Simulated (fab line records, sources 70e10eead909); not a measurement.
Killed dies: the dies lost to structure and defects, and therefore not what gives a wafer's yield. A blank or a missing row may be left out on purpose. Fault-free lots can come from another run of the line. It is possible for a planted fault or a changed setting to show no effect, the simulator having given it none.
A struck lot beside a sound one -- flow nand harc -- 15 out of 1302 route steps
Sound: these wafers, L943.3, L943.4, L943.6. Wafers L939.1, L939.2, L939.6 were the ones struck. The cause is named last.
Each step with rows lists, per side, the tool, then ch with its chambers, then its first start. Under that, the readings that differ: sound wafers -- struck wafers -- difference of the means -- sigmas: that difference in standard deviations of wafers without a fault.
alike: words and numbers the same on both sides, and readings whose means are apart by under 2 such deviations; not compared: readings that were withheld, readings missing a value for some wafer, numbers with overlapping values and no deviation given by the record, and bounds like >300 which may hide the same value.
The two part at a step that has a row with sigmas, a row that says differs or no value, or rows on one side only. Non-overlapping numbers with no deviation appear without sigmas and do not part them. Lack of a reading on every wafer of one side parts them only where that side has two or more wafers.

first, 2 steps without rows for these wafers: NHARC_P_STI_SRD_39; NHARC_P_STI_OXIDE_40 (material SiO2, target thk 10 nm, ox time 1362 s).
NHARC_P_STI_INSPECT_25:
  sound on defect inspect-02, day 13 01:25; struck on defect inspect-02, day 11 11:13
  alike: raw defect count
then, 9 steps without rows for these wafers: NHARC_P_GATE_ETCH_69 (etches SiO2 in dHF, target depth 14 nm); NHARC_P_GATE_PRECLEAN_70 (cleans in SC1); NHARC_P_GATE_SRD_01; NHARC_P_GATE_OXIDE_02 (material SiO2, target thk 37.5 nm, ox time 365 s); NHARC_P_GATE_DEHYDRATE_03 (time 120 s); NHARC_P_GATE_HMDS_04 (time 30 s); NHARC_P_GATE_COAT_05; NHARC_P_GATE_SOFTBAKE_06 (time 95 s); NHARC_P_GATE_EBR_07.
NHARC_P_GATE_EXPOSE_08: exposes mask P HV.
  sound on krf scanner-02 ch 0, day 13 09:43; struck on krf scanner-04 ch 0, day 11 20:23
reading,sound,struck,difference,sigmas
exposure dose mJ cm2,16.727 16.731 16.761,16.350 16.379 16.381,-0.370,-21
  alike: mask
then, 1 step without rows for these wafers: NHARC_P_GATE_PEB_09 (peb time 85 s).
-- record jumps: 20 days between struck wafers' starts before vs after; left off in module P_GATE, resumes in module END, first step shown is number 1302 of the route --
NHARC_END_SORT_01:
  here the record holds rows for the struck wafers (prober-02 ch 0, day 32 04:54) but none for the sound ones

WHERE THEY PART
First at NHARC_P_GATE_EXPOSE_08; last, within this record, at NHARC_END_SORT_01.

WHY: what had been put in by the simulator
Process parameters drifting: krf scanner-04 at NHARC_P_GATE_EXPOSE_08, beginning at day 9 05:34. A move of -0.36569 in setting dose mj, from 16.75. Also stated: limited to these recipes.
